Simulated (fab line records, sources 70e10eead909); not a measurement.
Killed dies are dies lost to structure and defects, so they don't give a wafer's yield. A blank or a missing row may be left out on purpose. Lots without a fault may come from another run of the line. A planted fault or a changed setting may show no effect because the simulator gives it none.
Which tool did it? | flow nand_harc | 14 lots, 42 wafers sampled, at 4 steps of a route of 1159

WHAT THE GAUGES READ, wafer by wafer
NHARC_A_START_INSPECT_01.
lot  | measured     | on                | raw_defect_count
L906 | day 6 15:32  | defect_inspect-02 | 1 3 1
L908 | day 7 04:05  | defect_inspect-02 | 2 0 4
L907 | day 7 04:34  | defect_inspect-02 | 0 5 5
L910 | day 7 11:56  | defect_inspect-01 | 2 2 1
L911 | day 7 18:16  | defect_inspect-02 | 2 3 3
L913 | day 8 04:59  | defect_inspect-01 | 3 7 3
L919 | day 9 18:40  | defect_inspect-02 | 5 1 8
L920 | day 10 10:46 | defect_inspect-01 | 6 4 0
L923 | day 10 16:10 | defect_inspect-01 | 5 2 2
L925 | day 10 23:31 | defect_inspect-01 | 4 2 4
L926 | day 11 11:56 | defect_inspect-02 | 3 4 6
L927 | day 11 16:57 | defect_inspect-01 | 4 3 1
L928 | day 11 17:44 | defect_inspect-02 | 3 5 2
L929 | day 12 10:18 | defect_inspect-01 | 0 6 4

NHARC_A_ONON_D1_THK_MEAS_02: measures by ellipsometry.
lot  | measured     | on            | thk_nm (nm)
L906 | day 7 21:21  | film_metro-01 | 998 998 999
L908 | day 8 04:22  | film_metro-02 | 1006 1004 1005
L907 | day 8 04:21  | film_metro-01 | 995 996 996
L910 | day 8 13:53  | film_metro-01 | 1015 1015 1015
L911 | day 8 19:27  | film_metro-01 | 552 550 550
L913 | day 9 05:05  | film_metro-01 | 544 546 544
L919 | day 10 19:20 | film_metro-02 | 1000 998 999
L920 | day 11 12:01 | film_metro-02 | 997 997 995
L923 | day 11 15:37 | film_metro-02 | 1013 1013 1012
L925 | day 11 23:03 | film_metro-02 | 989 990 991
L926 | day 12 13:02 | film_metro-02 | 977 976 975
L927 | day 12 16:40 | film_metro-01 | 997 997 998
L928 | day 12 16:42 | film_metro-02 | 1002 1002 1001
L929 | day 13 09:16 | film_metro-01 | 993 993 992

NHARC_END_SORT_01.
lot  | measured     | on        | killed_at_array | killed_at_other | killed_at_periphery | killed_dies | killed_open | killed_short
L911 | day 20 02:28 | prober-02 | 674 673 675     | 0 0 0           | 3 4 2               | 677 677 677 | 2 4 3       | 2 1 1
L913 | day 20 19:17 | prober-02 | 673 676 676     | 0 0 0           | 4 1 1               | 677 677 677 | 6 3 2       | 1 2 2

WHICH TOOL RAN EACH LOT (tool, then ch and the chambers of the sampled wafers, then the start)
lot  | NHARC_A_ONON_D1_DEP_00
L906 | pecvd_onon-02 ch 0, day 7 20:53
L908 | pecvd_onon-03 ch 0, day 8 03:55
L907 | pecvd_onon-02 ch 0, day 8 03:58
L910 | pecvd_onon-02 ch 0, day 8 13:30
L911 | pecvd_onon-02 ch 0, day 8 19:00
L913 | pecvd_onon-02 ch 0, day 9 04:34
L919 | pecvd_onon-03 ch 0, day 10 18:53
L920 | pecvd_onon-03 ch 0, day 11 11:34
L923 | pecvd_onon-03 ch 0, day 11 15:07
L925 | pecvd_onon-03 ch 0, day 11 22:36
L926 | pecvd_onon-02 ch 0, day 12 12:31
L927 | pecvd_onon-04 ch 0, day 12 16:16
L928 | pecvd_onon-02 ch 0, day 12 16:12
L929 | pecvd_onon-03 ch 0, day 13 08:49
- NHARC_A_ONON_D1_DEP_00: target thk 1000 nm.

WHAT THE TOOLS THEMSELVES READ (means of the sampled wafers that have a number; where no wafer has one, the mark that the record gives instead)
NHARC_A_ONON_D1_DEP_00.
lot  | tool          | n2_flow_sccm (sccm)
L906 | pecvd_onon-02 | 2748
L908 | pecvd_onon-03 | 2741
L907 | pecvd_onon-02 | 2756
L910 | pecvd_onon-02 | 2759
L911 | pecvd_onon-02 | 2743
L913 | pecvd_onon-02 | 2740
L919 | pecvd_onon-03 | 2740
L920 | pecvd_onon-03 | 2755
L923 | pecvd_onon-03 | 2754
L925 | pecvd_onon-03 | 2751
L926 | pecvd_onon-02 | 2755
L927 | pecvd_onon-04 | 2743
L928 | pecvd_onon-02 | 2749
L929 | pecvd_onon-03 | 2748

THE ANSWER, worked out from the rows above alone
Rule: what is usual is taken from the lots themselves. Put in order of their means at a reading, lots are off if they are a third of the lots or fewer, leave a main group of 4 or more, and stand apart from it by a gap of 3 or more times the standard deviation of the main group's means; of several such gaps the widest counts. A main group whose means are all the same, to the digits that the tables above print for the reading, isn't used. A lot without any number at a reading at which 4 lots or more have one is off too. The other lots that the step has rows for count as sound. The gauges are gone through in route order, then the tools' own readings, and for those a lot's mean is taken as printed above. The first step at which some lot is off is used, and at that step the reading that is off furthest; a lot without a number counts as furthest.
Off: L911, L913, at NHARC_A_ONON_D1_THK_MEAS_02 (thk_nm). The main group: mean 998 nm, standard deviation 9.8.
A tool fits if, at a process step before that reading, it ran every lot that is off, and no sound lot after the first of them. The gauges at NHARC_A_ONON_D1_THK_MEAS_02 are tried like those tools. None of those tried fits.

WHAT THE SIMULATOR HAD PUT IN
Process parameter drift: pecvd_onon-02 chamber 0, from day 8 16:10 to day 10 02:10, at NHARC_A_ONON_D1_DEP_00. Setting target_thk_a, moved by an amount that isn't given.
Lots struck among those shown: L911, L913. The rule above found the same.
